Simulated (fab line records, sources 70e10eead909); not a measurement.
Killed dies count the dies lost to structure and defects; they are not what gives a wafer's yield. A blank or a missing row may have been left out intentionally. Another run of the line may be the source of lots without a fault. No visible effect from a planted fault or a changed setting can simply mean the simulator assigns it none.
Matching of chambers | flow nand harc | NHARC_A_SLIT_DEP_23 on pecvd-01 has 3 sister chambers
The step deposits SiON, target thk 100 nm. 6 wafers are shown with their chamber, then 8 later ones without.

WAFERS PAIRED WITH THEIR CHAMBERS
wafer  | chamber | heater power w (W)
L083.5 | 1       | 696
L085.6 | 0       | 772
L088.1 | 1       | 748
L088.4 | 2       | 852
L088.6 | 0       | 793
L090.1 | 2       | 895

WAFERS MISSING THEIR CHAMBER
wafer  | heater power w (W)
L090.3 | 761
L090.6 | 754
L094.1 | 741
L094.3 | 807
L094.4 | 822
L097.2 | 747
L097.4 | 782
L097.5 | 798

EACH ONE'S CHAMBER
wafer  | from the rows above     | in truth
L090.3 | can't be placed: 0 or 1 | 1
L090.6 | can't be placed: 0 or 1 | 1
L094.1 | can't be placed: 1 or 0 | 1
L094.3 | can't be placed: 0 or 2 | 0
L094.4 | can't be placed: 0 or 2 | 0
L097.2 | can't be placed: 1 or 0 | 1
L097.4 | 0                       | 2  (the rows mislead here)
L097.5 | 0                       | 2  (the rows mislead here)
Correct placement for 0 of the 8. Unplaceable from these rows: 6, with the true chamber sitting among the candidates in 6. Wrongly placed: 2.
How it was worked out, from the rows above alone: a wafer's distance from a chamber is the root of the sum, over the readings, of the square of ((its reading less the chamber's mean) divided by the reading's scatter). If the next closest chamber is less than 2 further off than the closest, the wafer can't be placed; otherwise it belongs to the closest. Each chamber's mean is taken over the wafers shown for it. The scatter: take each reading less its chamber's mean, square it, sum over the shown wafers, divide by the number of wafers less the number of chambers, and take the root.
